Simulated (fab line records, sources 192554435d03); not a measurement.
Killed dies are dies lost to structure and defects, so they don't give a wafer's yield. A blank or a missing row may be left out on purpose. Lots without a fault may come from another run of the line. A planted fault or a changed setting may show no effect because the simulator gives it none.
Chamber matching | flow n5_finfet | N5_BEOL_M2_STRIP_36 on rie_diel-03: 4 sister chambers
The step strips in N2/H2. 16 wafers are shown with their chamber, then 8 later ones without.

WAFERS WITH THEIR CHAMBER
wafer  | chamber | drypump_motor_current_A (A) | showerhead_plenum_p_Torr (Torr) | throttle_valve_pct (%)
L076.1 | 2       | 6.2                         | 2.44                            | 23.82
L076.4 | 3       | 5.6                         | 2.48                            | 23.54
L076.6 | 2       | 6.2                         | 2.44                            | 23.81
L079.2 | 1       | 5.3                         | 2.60                            | 23.80
L079.4 | 3       | 5.6                         | 2.48                            | 23.57
L079.6 | 2       | 6.2                         | 2.44                            | 23.84
L083.2 | 3       | 5.6                         | 2.48                            | 23.55
L083.3 | 0       | 6.1                         | 2.44                            | 23.41
L083.4 | 2       | 6.2                         | 2.44                            | 23.82
L086.1 | 0       | 6.1                         | 2.44                            | 23.42
L086.2 | 3       | 5.6                         | 2.47                            | 23.56
L086.4 | 2       | 6.2                         | 2.43                            | 23.84
L090.1 | 1       | 5.4                         | 2.59                            | 23.84
L090.3 | 3       | 5.6                         | 2.47                            | 23.58
L090.4 | 2       | 6.2                         | 2.43                            | 23.87
L092.1 | 0       | 6.1                         | 2.43                            | 23.41

SIGNATURES (means of the wafers above)
reading                  | chamber 0 | chamber 1 | chamber 2 | chamber 3 | scatter within a chamber
drypump_motor_current_A  | 6.100     | 5.350     | 6.200     | 5.600     | 0.0204
showerhead_plenum_p_Torr | 2.4367    | 2.5950    | 2.4367    | 2.4760    | 0.00555
throttle_valve_pct       | 23.4133   | 23.8200   | 23.8333   | 23.5600   | 0.0187
Rule: a wafer's distance from a chamber is the root of the sum, over the readings, of the square of ((its reading less the chamber's mean) divided by the reading's scatter). The wafer belongs to the nearest chamber; if the next one is less than 2 further off, it can't be placed. The scatter: the root of (the sum of the squares of (reading less its chamber's mean) over the shown wafers, divided by (wafers less chambers)).

WAFERS WITHOUT THEIR CHAMBER
wafer  | drypump_motor_current_A (A) | showerhead_plenum_p_Torr (Torr) | throttle_valve_pct (%)
L092.2 | 6.2                         | 2.43                            | 23.85
L092.4 | 5.6                         | 2.47                            | 23.60
L095.1 | 6.1                         | 2.43                            | 23.43
L095.2 | 6.1                         | 2.43                            | 23.88
L095.6 | 6.1                         | 2.43                            | 23.48
L097.1 | 6.1                         | 2.42                            | 23.88
L097.2 | 5.6                         | 2.46                            | 23.61
L097.5 | 5.6                         | 2.46                            | 23.60

WHICH CHAMBER EACH WENT THROUGH
wafer  | from the rows above | in truth
L092.2 | 2                   | 2
L092.4 | 3                   | 3
L095.1 | 0                   | 0
L095.2 | 2                   | 2
L095.6 | 0                   | 0
L097.1 | 2                   | 2
L097.2 | 3                   | 3
L097.5 | 3                   | 3
Placed correctly: 8 of 8. Can't be placed from these rows: 0. Placed wrongly: 0.
